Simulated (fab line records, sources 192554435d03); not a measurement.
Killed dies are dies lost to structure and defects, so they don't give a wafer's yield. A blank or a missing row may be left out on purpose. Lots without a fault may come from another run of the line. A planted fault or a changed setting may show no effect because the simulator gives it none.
fab line records | flow n5_finfet
record lots=7 wafers=21
route steps=1938 shown BEOL_M1@794 BEOL_M2@841 BEOL_M3@938 BEOL_M4@1024
start_h: hours from the record's first day to the start of the lot's first wafer shown | wait_h: hours since the lot's step before | " the same as in the row above | L1.1+2: a row that stands for several wafers | - no value, or no start given | * or withheld: withheld | < > ~ a bound
route shown NAME@n: a module of which the file shows steps, and the number in the route of the first | usual: mean/standard deviation of fault-free wafers | same: alike in all rows | chamber/n: place in a boat | sites: the reading at each site | _std_site: their standard deviation | _edge_site: outer sites' mean less inner sites' | radius_mm: how far each site lies from the wafer's centre | mask NAME#n: copy n | behind: the tool/chamber that last shaped the wafer | hold: why the lot was held/for how many hours/how that ended | device: the transistor (n, p or np) that didn't switch | end of line: the same wafers' tests at the end of the route | a step without rows: its recipe alone | killed: dies lost to structure and defects at the first sort, not the wafer's yield | map: a wafer's dies, x killed, . not, _ none there
set.NAME: the setting as run; set.NAME@STEP: as run at that earlier step | model.NAME: the simulator's own value behind a step, which no gauge read
lots whose settings were changed on purpose; a table a step, a row a wafer
## steps
# step N5_BEOL_M1_ETCH_70
# recipe chemistry=N2/H2 target=SOC target_depth_a=800 overetch_a=160 mask_material=SiARC temp_c=40 time_s=120 ion_energy_ev=200 pressure_mtorr=30 source_w=840 bias_w=150 n2_flow_sccm=200 h2_flow_sccm=200
# usual rf_vpp_V=523.3/2.3
# columns lot.wafer tool chamber start_h wait_h set.source_w rf_vpp_V
L078.3 rie_diel-03 2 150.14 0.0 840 522.3
L078.4 " 0 " " 840 526.7
L078.6 " 3 " " 840 519.6
L085.2 rie_diel-02 2 189.46 0.0 840 524.9
L085.3 " 0 " " 707.1 556.8
L085.5 " 0 " " 840 525.1
L084.1 rie_diel-01 2 194.14 0.0 840 525.2
L084.3 " 3 " " 840 520.6
L084.5 " 1 " " 897.9 508.6
L087.1 rie_diel-01 3 220.57 0.0 840 520.1
L087.2 " 2 " " 840 526.1
L087.6 " 3 " " 840 520.5
L091.1 rie_diel-01 1 238.28 0.0 840 519.5
L091.3 " 0 " " 840 521.8
L091.5 " 0 " " 840 522.9
L096.1 rie_diel-02 1 259.03 0.0 840 520.4
L096.4 " 2 " " 895.8 513.7
L096.5 " 3 " " 895.8 514.2
L097.1 rie_diel-01 3 268.65 0.0 729.8 543.6
L097.2 " 2 " " 840 526.4
L097.4 " 1 " " 729.8 545.4
# step N5_BEOL_M2_ILD_DEP_00
# recipe material=SiOC target_thk_a=790 temp_c=350 precursor=DEMS/O2 pressure_torr=5 rf_w=500 time_s=15.3
# columns lot.wafer tool chamber start_h wait_h set.time_s model.SiOC_of_BEOL_M2_ILD_DEP_00.thk_nm
L078.3 pecvd-01 0 154.51 0.0 16.68 86.6
L078.4 " 1 " " 16.68 88
L078.6 " 0 " " 15.3 80.6
L085.2 pecvd-01 0 193.69 0.0 17.03 87.4
L085.3 " 1 " " 17.03 88.2
L085.5 " 0 " " 17.03 89.2
L084.1 pecvd-03 2 200.35 0.0 15.3 79.2
L084.3 " 1 " " 15.3 79.4
L084.5 " 1 " " 15.3 80
L087.1 pecvd-01 1 226.56 0.0 15.3 79
L087.2 " 2 " " 15.3 77.8
L087.6 " 1 " " 15.3 79.8
L091.1 pecvd-01 2 242.51 0.0 15.3 77
L091.3 " 0 " " 15.3 77.8
L091.5 " 0 " " 17.29 90
L096.1 pecvd-01 1 263.85 0.0 15.3 79.6
L096.4+5 " 1,0 " " 15.3 80.4
L097.1 pecvd-03 0 273.01 0.0 15.3 78.2
L097.2 " 1 " " 15.3 79.4
L097.4 " 2 " " 14.52 75.4
# step N5_BEOL_M2_THK_MEAS_01
# recipe reads=SiOC_of_BEOL_M2_ILD_DEP_00
# usual M2_ILD_THK=79.0/1
# columns lot.wafer tool chamber start_h wait_h set.time_s@BEOL_M2_ILD_DEP_00 M2_ILD_THK[nm]
L078.3 film_metro-01 - 154.59 0.1 16.68 86.7
L078.4 " - " " 16.68 88.1
L078.6 " - " " 15.3 80.5
L085.2 film_metro-01 - 193.76 0.1 17.03 87.5
L085.3 " - " " 17.03 88.2
L085.5 " - " " 17.03 89.1
L084.1 film_metro-01 - 200.42 0.0 15.3 79.2
L084.3 " - " " 15.3 79.3
L084.5 " - " " 15.3 80.0
L087.1 film_metro-01 - 226.63 0.0 15.3 79.1
L087.2 " - " " 15.3 77.8
L087.6 " - " " 15.3 79.8
L091.1 film_metro-01 - 242.57 0.0 15.3 77.1
L091.3 " - " " 15.3 77.9
L091.5 " - " " 17.29 90.1
L096.1 film_metro-01 - 263.93 0.1 15.3 79.7
L096.4 " - " " 15.3 80.4
L096.5 " - " " 15.3 80.3
L097.1 film_metro-01 - 273.08 0.0 15.3 78.1
L097.2 " - " " 15.3 79.3
L097.4 " - " " 14.52 75.4
# step N5_BEOL_M2_DEP_57
# recipe material=SiCN target_thk_a=80 temp_c=withheld precursor=3MS/NH3 pressure_torr=3 rf_w=202 time_s=14
# columns lot.wafer tool chamber start_h wait_h set.time_s model.SiCN_of_BEOL_M2_DEP_57.thk_nm
L078.3+6 pecvd-01 1,0 170.17 0.0 12.78 7.4
L078.4 " 2 " " 14 8
L085.2 pecvd-03 2 209.55 0.0 14 8
L085.3 " 0 " " 15.89 9
L085.5 " 0 " " 15.89 9.4
L084.1 pecvd-03 0 217.32 0.0 14 8.2
L084.3+5 " 2,1 " " 14 8
L087.1+2+6 pecvd-04 0,2,1 239.29 0.0 14 7.8
L091.1 pecvd-04 0 253.45 0.0 14 7.8
L091.3+5 " 1 " " 13.05 7.4
L096.1 pecvd-04 0 275.17 0.0 14 7.6
L096.4 " 1 " " 14 8
L096.5 " 0 " " 13.36 7.4
L097.1 pecvd-04 0 285.96 0.0 14 7.8
L097.2+4 " 1 " " 14 8
# step N5_BEOL_M3_COAT_05
# recipe resist=CAR-EUV spin_rpm=1500 resist_thk_nm=30
# columns lot.wafer tool chamber start_h wait_h set.spin_rpm model.CAR-EUV_of_BEOL_M3_COAT_05.thk_nm
L078.3+6 litho_track-04 0 - - 1633 28.6
L078.4 " 0 " " 1633 28.8
L085.2+3 litho_track-05 0 - - 1500 30.2
L085.5 " 0 " " 1401 31.2
L084.1 litho_track-04 0 - - 1500 30
L084.3 " 0 " " 1500 29.8
L084.5 " 0 " " 1383 31
L087.1 litho_track-05 0 - - 1500 30
L087.2+6 " 0 " " 1500 30.2
L091.1 litho_track-01 0 - - 1424 30.8
L091.3 " 0 " " 1500 30
L091.5 " 0 " " 1424 30.6
L096.1+5 litho_track-01 0 - - 1500 30
L096.4 " 0 " " 1500 30.2
L097.1 litho_track-04 0 - - 1500 29.8
L097.2 " 0 " " 1500 30
L097.4 " 0 " " 1372 31.2
# step N5_BEOL_M3_EBR_07
# recipe solvent=PGMEA ebr_width_mm=1.5
# step N5_BEOL_M3_SOFTBAKE_06
# recipe temp_c=110 time_s=60 resist=CAR-EUV
# step N5_BEOL_M3_EXPOSE_08
# recipe mask_id=M3 na=0.33 source_shape=dipole sigma_inner=0.369 sigma_outer=0.767 polarization=unpolarized dose_mj=33
# step N5_BEOL_M3_PEB_09
# recipe peb_temp_c=100 peb_time_s=60 resist=CAR-EUV
# step N5_BEOL_M3_DEVELOP_10
# recipe develop_time_s=30 developer=TMAH resist=CAR-EUV rinse_liquid=surfactant_rinse dry=air_spin dev_temp_c=23
# columns lot.wafer tool chamber start_h wait_h set.spin_rpm@BEOL_M3_COAT_05 model.CAR-EUV_of_BEOL_M3_COAT_05.thk_nm
L078.3+4+6 litho_track-04 0 - - 1633 28.2
L085.2 litho_track-01 0 - - 1500 29.6
L085.3 " 0 " " 1500 29.8
L085.5 " 0 " " 1401 30.8
L084.1+3 litho_track-04 0 - - 1500 29.4
L084.5 " 0 " " 1383 30.6
L087.1+2+6 litho_track-05 0 - - 1500 29.6
L091.1+5 litho_track-04 0 - - 1424 30.2
L091.3 " 0 " " 1500 29.4
L096.1+4+5 litho_track-01 0 - - 1500 29.6
L097.1+2 litho_track-01 0 - - 1500 29.4
L097.4 " 0 " " 1372 30.8
# step N5_BEOL_M4_HM_DEP_02
# recipe material=TiN target_thk_a=200 temp_c=25 chamber_pressure_pa=0.49996
# columns lot.wafer tool chamber start_h wait_h set.target_thk_a model.TiN_of_BEOL_M4_HM_DEP_02.thk_nm
L078.3 pvd_sputter-03 - 189.10 1.4 200 20.2
L078.4+6 " - " " 200 19.8
L085.2+3 pvd_sputter-01 - 228.30 1.5 200 20
L085.5 " - " " 200 19.8
L084.1 pvd_sputter-03 - 230.40 0.9 200 20
L084.3+5 " - " " 190 19
L087.1+2+6 pvd_sputter-02 - 250.20 0.1 200 20.4
L091.1 pvd_sputter-01 - 270.30 0.4 173.1 17.4
L091.3 " - " " 200 20.2
L091.5 " - " " 200 19.8
L096.1 pvd_sputter-03 - 289.24 0.2 200 20.2
L096.4+5 " - " " 200 20.4
L097.1 pvd_sputter-02 - 296.75 0.1 200 19.6
L097.2 " - " " 200 20.2
L097.4 " - " " 220.8 22
# step N5_BEOL_M4_COAT_05
# recipe resist=CAR-EUV spin_rpm=1500 resist_thk_nm=30
# columns lot.wafer tool chamber start_h wait_h set.spin_rpm model.CAR-EUV_of_BEOL_M4_COAT_05.thk_nm
L078.3+6 litho_track-03 0 - - 1500 30
L078.4 " 0 " " 1408 31
L085.2 litho_track-04 0 - - 1581 29.2
L085.3+5 " 0 " " 1500 30
L084.1+5 litho_track-03 0 - - 1559 29.6
L084.3 " 0 " " 1500 30
L087.1 litho_track-02 0 - - 1500 30
L087.2+6 " 0 " " 1500 29.8
L091.1+5 litho_track-03 0 - - 1613 28.8
L091.3 " 0 " " 1500 29.8
L096.1+4 litho_track-02 0 - - 1500 30
L096.5 " 0 " " 1500 30.2
L097.1+2 litho_track-03 0 - - 1500 30
L097.4 " 0 " " 1553 29.4
# step N5_BEOL_M4_EBR_07
# recipe solvent=PGMEA ebr_width_mm=1.5
# step N5_BEOL_M4_SOFTBAKE_06
# recipe temp_c=110 time_s=60 resist=CAR-EUV
# step N5_BEOL_M4_EXPOSE_08
# recipe mask_id=M4 na=0.33 source_shape=dipole sigma_inner=0.369 sigma_outer=0.767 polarization=unpolarized dose_mj=41.25
# step N5_BEOL_M4_PEB_09
# recipe peb_temp_c=100 peb_time_s=60 resist=CAR-EUV
# step N5_BEOL_M4_DEVELOP_10
# recipe develop_time_s=30 developer=TMAH resist=CAR-EUV rinse_liquid=surfactant_rinse dry=air_spin dev_temp_c=23
# columns lot.wafer tool chamber start_h wait_h set.spin_rpm@BEOL_M4_COAT_05 model.CAR-EUV_of_BEOL_M4_COAT_05.thk_nm
L078.3 litho_track-03 0 - - 1500 29.6
L078.4 " 0 " " 1408 30.4
L078.6 " 0 " " 1500 29.4
L085.2 litho_track-04 0 - - 1581 28.8
L085.3+5 " 0 " " 1500 29.6
L084.1+5 litho_track-03 0 - - 1559 29
L084.3 " 0 " " 1500 29.6
L087.1 litho_track-04 0 - - 1500 29.6
L087.2+6 " 0 " " 1500 29.4
L091.1 litho_track-04 0 - - 1613 28.4
L091.3 " 0 " " 1500 29.4
L091.5 " 0 " " 1613 28.2
L096.1+4+5 litho_track-02 0 - - 1500 29.6
L097.1+2 litho_track-04 0 - - 1500 29.6
L097.4 " 0 " " 1553 29
# step N5_BEOL_M4_DESCUM_16
# recipe chemistry=O2 time_s=7 source_power_w=50 bias_power_w=20 pressure_mtorr=20 rf_frequency_hz=2.712e+07 temp_c=40 resist=CAR-EUV o2_flow_sccm=225
# columns lot.wafer tool chamber start_h wait_h set.spin_rpm@BEOL_M4_COAT_05 model.CAR-EUV_of_BEOL_M4_COAT_05.thk_nm
L078.3+6 rie_diel-04 1 190.03 0.3 1500 26
L078.4 " 3 " " 1408 27
L085.2 rie_diel-05 1 229.15 0.2 1581 25.4
L085.3+5 " 3,0 " " 1500 26
L084.1+5 rie_diel-05 2 231.21 0.3 1559 25.6
L084.3 " 0 " " 1500 26.2
L087.1 rie_diel-06 2 250.84 0.0 1500 26
L087.2+6 " 1 " " 1500 25.8
L091.1 rie_diel-05 0 271.08 0.2 1613 25
L091.3 " 1 " " 1500 25.8
L091.5 " 1 " " 1613 24.8
L096.1+4+5 rie_diel-05 2,0,2 289.88 0.0 1500 26.2
L097.1+2 rie_diel-06 3,1 297.70 0.5 1500 26
L097.4 " 3 " " 1553 25.6
# step N5_BEOL_M4_ETCH_74
# recipe chemistry=N2/H2 target=underlayer target_depth_a=65 mask_material=CAR-EUV time_s=5.2 ion_energy_ev=200 pressure_mtorr=30 source_w=840 bias_w=150 n2_flow_sccm=200 h2_flow_sccm=200 ends=cleared
# step N5_BEOL_M4_ETCH_63
# recipe chemistry=CF4 target=SiARC target_depth_a=156 mask_material=CAR-EUV time_s=26 ion_energy_ev=80 pressure_mtorr=40 source_w=545 bias_w=36 Ar_flow_sccm=100 cf4_flow_sccm=100 ends=cleared
# step N5_BEOL_M4_STRIP_75
# recipe chemistry=N2/H2 temp_c=40 n2_flow_sccm=200 h2_flow_sccm=200 rf_frequency_hz=6e+07
# step N5_BEOL_M4_STRIP_66
# recipe chemistry=CF4 resist=SiARC power_w=300 bias_power_w=75 pressure_mtorr=50 cf4_flow_sccm=150 rf_frequency_hz=6e+07
# step N5_BEOL_M4_HM_OPEN_17
# recipe chemistry=Cl2/BCl3 target_depth_a=200 overetch_a=60 target=TiN mask_material=SOC ion_energy_ev=150 pressure_mtorr=10 icp_w=1000 bias_w=126 Cl2_flow_sccm=53.25 bcl3_flow_sccm=21.75 Ar_flow_sccm=25
# columns lot.wafer tool chamber start_h wait_h set.target_thk_a@BEOL_M4_HM_DEP_02 model.etch.depth_nm
L078.3 rie_metal-01 1 190.32 0.1 200 20.15
L078.4 " 0 " " 200 19.85
L078.6 " 1 " " 200 19.87
L085.2 rie_metal-01 1 229.40 0.0 200 19.99
L085.3 " 0 " " 200 20.01
L085.5 " 1 " " 200 19.77
L084.1 rie_metal-01 1 231.46 0.0 200 20
L084.3 " 0 " " 190 18.96
L084.5 " 0 " " 190 19.06
L087.1 rie_metal-02 1 251.10 0.0 200 20.35
L087.2 " 0 " " 200 20.47
L087.6 " 1 " " 200 20.31
L091.1 rie_metal-02 1 271.35 0.0 173.1 17.36
L091.3 " 0 " " 200 20.28
L091.5 " 0 " " 200 19.77
L096.1 rie_metal-02 1 290.13 0.0 200 20.16
L096.4 " 1 " " 200 20.45
L096.5 " 0 " " 200 20.31
L097.1 rie_metal-01 1 297.96 0.0 200 19.68
L097.2 " 0 " " 200 20.16
L097.4 " 0 " " 220.8 22.08
# step N5_BEOL_M4_TRENCH_ETCH_37
# recipe chemistry=C4F6/O2 target_depth_a=555.55 target=SiOC time_s=29.2 ion_energy_ev=250 pressure_mtorr=30 source_w=355 bias_w=185 Ar_flow_sccm=300 C4F6_flow_sccm=10 O2_flow_sccm=10
# columns lot.wafer tool chamber start_h wait_h set.time_s model.BEOL_M4.feature_depth_nm model.etch.depth_nm
L078.3 rie_diel-06 0 - - 29.2 54.8 54.84
L078.4 " 3 " " 35.25 67.2 67.24
L078.6 " 3 " " 35.25 67.2 67.29
L085.2 rie_diel-05 2 - - 31.82 62 61.91
L085.3 " 3 " " 29.2 54.6 54.61
L085.5 " 1 " " 31.82 61.8 61.78
L084.1 rie_diel-04 2 - - 29.2 56.2 56.13
L084.3 " 3 " " 29.2 56.8 56.77
L084.5 " 3 " " 24.94 47.8 47.78
L087.1 rie_diel-06 2 - - 29.2 54.8 54.74
L087.2 " 1 " " 29.2 57 56.97
L087.6 " 1 " " 29.2 57.2 57.11
L091.1 rie_diel-05 1 - - 29.2 55.8 55.87
L091.3 " 0 " " 29.2 54.6 54.66
L091.5 " 2 " " 29.2 55.8 55.74
L096.1 rie_diel-05 2 - - 29.2 55.6 55.66
L096.4 " 1 " " 29.2 55.8 55.89
L096.5 " 3 " " 29.2 54.4 54.46
L097.1 rie_diel-04 0 - - 29.2 55 55.06
L097.2 " 3 " " 29.2 55.8 55.72
L097.4 " 1 " " 29.2 54.8 54.88
# step N5_BEOL_M4_ETCH_41
# recipe chemistry=CH3F/O2 target=SiCN target_depth_a=299 taper_deg=2 time_s=52.5 ion_energy_ev=120 mask_material=TiN pressure_mtorr=30 source_w=395 bias_w=75 Ar_flow_sccm=150 CH3F_flow_sccm=30 O2_flow_sccm=20
# step N5_BEOL_M4_STRIP_97
# recipe chemistry=N2/H2 time_s=10 power_w=450 temp_c=40 pressure_mtorr=20 rf_frequency_hz=6e+07 bias_power_w=7 n2_flow_sccm=200 h2_flow_sccm=200
# step N5_BEOL_M4_OCD_MEAS_38
# usual trench_depth_nm=55.6/1.1
# columns lot.wafer tool chamber start_h wait_h set.time_s@BEOL_M4_TRENCH_ETCH_37 trench_depth_nm
L078.3 ocd-01 - 197.45 - 29.2 55.0
L078.4 " - " " 35.25 66.9
L078.6 " - " " 35.25 67.2
L085.2 ocd-02 - 233.80 - 31.82 61.7
L085.3 " - " " 29.2 55.0
L085.5 " - " " 31.82 61.8
L084.1 ocd-01 - 238.16 - 29.2 56.2
L084.3 " - " " 29.2 57.0
L084.5 " - " " 24.94 47.2
L087.1 ocd-01 - 262.55 - 29.2 54.6
L087.2 " - " " 29.2 57.3
L087.6 " - " " 29.2 57.4
L091.1 ocd-02 - 282.37 - 29.2 55.7
L091.3 " - " " 29.2 54.6
L091.5 " - " " 29.2 55.6
L096.1 ocd-01 - 292.91 - 29.2 55.3
L096.4 " - " " 29.2 56.0
L096.5 " - " " 29.2 54.7
L097.1 ocd-01 - 314.38 - 29.2 54.9
L097.2 " - " " 29.2 55.9
L097.4 " - " " 29.2 54.6
# step N5_BEOL_M4_HM_STRIP_39
# recipe chemistry=peroxide_tin_strip material=TiN target_depth_a=250 temp_c=50 time_s=158
# step N5_BEOL_M4_SRD_40
# recipe time_s=30 temp_c=23 rinse_liquid=diw dry=ipa_marangoni
# step N5_BEOL_M4_ECD_50
# recipe material=Cu target_thk_a=3000
# step N5_BEOL_M4_ANNEAL_51
# recipe temp_c=225 time_s=90 ambient=N2
# step N5_BEOL_M4_CMP_52
# recipe stop_on=SiOC t_overpolish_s=6.8 down_force_psi=1 platen_rpm=50 clearing_platen_down_force_psi=1.5 clearing_platen_rpm=50 post_cmp_clean=cu_alkaline target_thk_nm=40 clearing_platen_pad_velocity_m_s=0.99484 pad_velocity_m_s=0.99484
# columns lot.wafer tool chamber start_h wait_h set.time_s@BEOL_M4_TRENCH_ETCH_37 model.Cu_of_BEOL_M4_ECD_50.thk_nm
L078.4 cmp-01 0 201.03 0.2 35.25 52.2
L078.3 " 2 " " 29.2 37.6
L078.6 " 0 " " 35.25 51.6
L085.3 cmp-01 0 237.02 0.2 29.2 38.2
L085.2 " 1 " " 31.82 45.6
L085.5 " 2 " " 31.82 44.6
L084.1 cmp-01 1 241.43 0.3 29.2 37.8
L084.3 " 2 " " 29.2 39.4
L084.5 " 2 " " 24.94 30.4
L087.1 cmp-04 3 266.95 0.5 29.2 38
L087.2+6 " 1,2 " " 29.2 40.4
L091.3+5 cmp-01 1 286.78 0.2 29.2 39.6
L091.1 " 3 " " 29.2 37.8
L096.1 cmp-01 2 296.68 0.3 29.2 37
L096.4 " 1 " " 29.2 40.2
L096.5 " 3 " " 29.2 36.2
L097.1 cmp-02 3 317.88 0.3 29.2 40.2
L097.2 " 0 " " 29.2 40.6
L097.4 " 1 " " 29.2 38.6
# step N5_BEOL_M4_THK_MEAS_53
# recipe thk_meas_gauge=xrf reads=Cu_of_BEOL_M4_ECD_50
# usual M4_THK=39.5/1.8
# columns lot.wafer tool chamber start_h wait_h set.time_s@BEOL_M4_TRENCH_ETCH_37 M4_THK[nm]
L078.3 film_metro-01 - 201.29 - 29.2 37.5
L078.4 " - " " 35.25 51.5
L078.6 " - " " 35.25 51.2
L085.2 film_metro-02 - 237.25 - 31.82 46.1
L085.3 " - " " 29.2 38.7
L085.5 " - " " 31.82 45.1
L084.1 film_metro-02 - 241.73 - 29.2 37.4
L084.3 " - " " 29.2 39.1
L084.5 " - " " 24.94 30.3
L087.1 film_metro-02 - 267.20 - 29.2 37.9
L087.2 " - " " 29.2 40.0
L087.6 " - " " 29.2 40.3
L091.1 film_metro-02 - 287.07 - 29.2 37.8
L091.3 " - " " 29.2 39.5
L091.5 " - " " 29.2 39.4
L096.1 film_metro-02 - 296.97 - 29.2 36.9
L096.4 " - " " 29.2 40.3
L096.5 " - " " 29.2 36.4
L097.1 film_metro-01 - 318.14 - 29.2 39.7
L097.2 " - " " 29.2 40.1
L097.4 " - " " 29.2 38.2
# step N5_BEOL_M4_PRE_CLEAN_60
# recipe gas=NH3/H2 time_s=15 temp_c=* rf_power_w=300
# step N5_BEOL_M4_CO_CAP_55
# recipe material=Co target_thk_a=20 temp_c=200 precursor=CCTBA/H2 pressure_torr=30 time_s=102.1
# step N5_BEOL_M4_PRE_CLEAN_56
# recipe gas=NH3 time_s=15 temp_c=withheld rf_power_w=300
# step N5_BEOL_M4_DEP_57
# recipe material=SiCN target_thk_a=80 temp_c=withheld precursor=3MS/NH3 pressure_torr=3 rf_w=202 time_s=14
# step N5_BEOL_M4_RS_MEAS_58
# recipe thk_meas_gauge=four-point-probe reads=Co_of_BEOL_M4_CO_CAP_55+Cu_of_BEOL_M4_ECD_50+Co_of_BEOL_M4_CVD_47+TaN_of_BEOL_M4_ALD_84
# usual M4_RS=0.68/0.039
# columns lot.wafer tool chamber start_h wait_h set.time_s@BEOL_M4_TRENCH_ETCH_37 M4_RS[ohm/sq]
L078.3 film_metro-01 - 201.56 0.1 29.2 0.72
L078.4 " - " " 35.25 0.48
L078.6 " - " " 35.25 0.48
L085.2 film_metro-02 - 237.51 0.1 31.82 0.57
L085.3 " - " " 29.2 0.71
L085.5 " - " " 31.82 0.58
L084.1 film_metro-02 - 242.04 0.0 29.2 0.72
L084.3 " - " " 29.2 0.68
L084.5 " - " " 24.94 0.96
L087.1 film_metro-02 - 267.46 0.0 29.2 0.72
L087.2 " - " " 29.2 0.66
L087.6 " - " " 29.2 0.66
L091.1 film_metro-01 - 287.36 0.1 29.2 0.72
L091.3 " - " " 29.2 0.68
L091.5 " - " " 29.2 0.68
L096.1 film_metro-02 - 297.25 0.0 29.2 0.74
L096.4 " - " " 29.2 0.66
L096.5 " - " " 29.2 0.76
L097.1 film_metro-01 - 318.40 0.0 29.2 0.66
L097.2 " - " " 29.2 0.66
L097.4 " - " " 29.2 0.70
## key
split step=N5_BEOL_M1_ETCH_70 setting=source_w stated=840 by=wafer
response step=N5_BEOL_M1_ETCH_70 reading=rf_vpp_V change=-1.72 per=1% r=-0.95
split step=N5_BEOL_M2_ILD_DEP_00 setting=time_s stated=15.3 by=wafer
response step=N5_BEOL_M2_ILD_DEP_00 reading=model.SiOC_of_BEOL_M2_ILD_DEP_00.thk_nm change=+0.874 per=1% r=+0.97
response step=N5_BEOL_M2_THK_MEAS_01 reading=M2_ILD_THK change=+0.875 per=1% r=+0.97
split step=N5_BEOL_M2_DEP_57 setting=time_s stated=14 by=wafer
response step=N5_BEOL_M2_DEP_57 reading=model.SiCN_of_BEOL_M2_DEP_57.thk_nm change=+0.0799 per=1% r=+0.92
split step=N5_BEOL_M3_COAT_05 setting=spin_rpm stated=1500 by=wafer
response step=N5_BEOL_M3_COAT_05 reading=model.CAR-EUV_of_BEOL_M3_COAT_05.thk_nm change=-0.147 per=1% r=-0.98
response step=N5_BEOL_M3_DEVELOP_10 reading=model.CAR-EUV_of_BEOL_M3_COAT_05.thk_nm change=-0.161 per=1% r=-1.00
split step=N5_BEOL_M4_HM_DEP_02 setting=target_thk_a stated=200 by=wafer
response step=N5_BEOL_M4_HM_DEP_02 reading=model.TiN_of_BEOL_M4_HM_DEP_02.thk_nm change=+0.197 per=1% r=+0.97
response step=N5_BEOL_M4_HM_OPEN_17 reading=model.etch.depth_nm change=+0.201 per=1% r=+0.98
split step=N5_BEOL_M4_COAT_05 setting=spin_rpm stated=1500 by=wafer
response step=N5_BEOL_M4_COAT_05 reading=model.CAR-EUV_of_BEOL_M4_COAT_05.thk_nm change=-0.143 per=1% r=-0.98
response step=N5_BEOL_M4_DEVELOP_10 reading=model.CAR-EUV_of_BEOL_M4_COAT_05.thk_nm change=-0.149 per=1% r=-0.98
response step=N5_BEOL_M4_DESCUM_16 reading=model.CAR-EUV_of_BEOL_M4_COAT_05.thk_nm change=-0.132 per=1% r=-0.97
split step=N5_BEOL_M4_TRENCH_ETCH_37 setting=time_s stated=29.2 by=wafer
response step=N5_BEOL_M4_TRENCH_ETCH_37 reading=model.BEOL_M4.feature_depth_nm change=+0.622 per=1% r=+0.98
response step=N5_BEOL_M4_TRENCH_ETCH_37 reading=model.etch.depth_nm change=+0.621 per=1% r=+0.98
response step=N5_BEOL_M4_OCD_MEAS_38 reading=trench_depth_nm change=+0.619 per=1% r=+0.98
response step=N5_BEOL_M4_CMP_52 reading=model.Cu_of_BEOL_M4_ECD_50.thk_nm change=+0.661 per=1% r=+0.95
response step=N5_BEOL_M4_THK_MEAS_53 reading=M4_THK change=+0.645 per=1% r=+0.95
response step=N5_BEOL_M4_RS_MEAS_58 reading=M4_RS change=-0.0137 per=1% r=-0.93
